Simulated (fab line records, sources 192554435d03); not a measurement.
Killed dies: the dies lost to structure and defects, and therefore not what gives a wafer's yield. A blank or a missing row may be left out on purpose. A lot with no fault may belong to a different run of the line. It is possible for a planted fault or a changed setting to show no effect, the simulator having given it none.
Matching of chambers / flow n5Finfet / rieDiel-01 running N5_BEOL_M4_ETCH_70: 4 sister chambers
The step etches SOC in N2/H2, target depth 80 nm, overetch 24 nm, time 130 s. 7 wafers are shown with their chamber, then 6 later ones without.

== WAFERS WITH THEIR CHAMBER ==
wafer=L708.6; chamber=2; throttleValvePct (%)=17.82; showerheadPlenumPTorr (Torr)=2.51
wafer=L709.1; chamber=3; throttleValvePct (%)=18.05; showerheadPlenumPTorr (Torr)=2.44
wafer=L709.4; chamber=0; throttleValvePct (%)=17.59; showerheadPlenumPTorr (Torr)=2.44
wafer=L709.5; chamber=2; throttleValvePct (%)=17.83; showerheadPlenumPTorr (Torr)=2.50
wafer=L713.1; chamber=3; throttleValvePct (%)=18.04; showerheadPlenumPTorr (Torr)=2.44
wafer=L713.2; chamber=1; throttleValvePct (%)=17.45; showerheadPlenumPTorr (Torr)=2.51
wafer=L713.3; chamber=0; throttleValvePct (%)=17.61; showerheadPlenumPTorr (Torr)=2.44

== WAFERS WHOSE CHAMBER IS MISSING ==
wafer=L717.1; throttleValvePct (%)=18.05; showerheadPlenumPTorr (Torr)=2.43
wafer=L717.4; throttleValvePct (%)=17.62; showerheadPlenumPTorr (Torr)=2.44
wafer=L717.6; throttleValvePct (%)=18.08; showerheadPlenumPTorr (Torr)=2.43
wafer=L718.2; throttleValvePct (%)=17.47; showerheadPlenumPTorr (Torr)=2.50
wafer=L718.3; throttleValvePct (%)=17.64; showerheadPlenumPTorr (Torr)=2.44
wafer=L718.6; throttleValvePct (%)=18.07; showerheadPlenumPTorr (Torr)=2.43

== THE CHAMBER EACH PASSED THROUGH ==
wafer=L717.1; from the rows above=3; in truth=3
wafer=L717.4; from the rows above=0; in truth=0
wafer=L717.6; from the rows above=3; in truth=3
wafer=L718.2; from the rows above=1; in truth=1
wafer=L718.3; from the rows above=0; in truth=0
wafer=L718.6; from the rows above=3; in truth=3
Correct placement for 6 of the 6. Not placeable from these rows: 0. Wrongly placed: 0.
How it was worked out, from the rows above alone: a wafer's distance from a chamber is the root of the sum, over the readings, of the square of ((its reading less the chamber's mean) divided by the reading's scatter). The wafer belongs to the nearest chamber; if the next one is less than 2 further off, it can't be placed. For every chamber, the mean is computed from those of its wafers that are shown. The scatter: take each reading less its chamber's mean, square it, sum over the shown wafers, divide by the number of wafers less the number of chambers, and take the root.
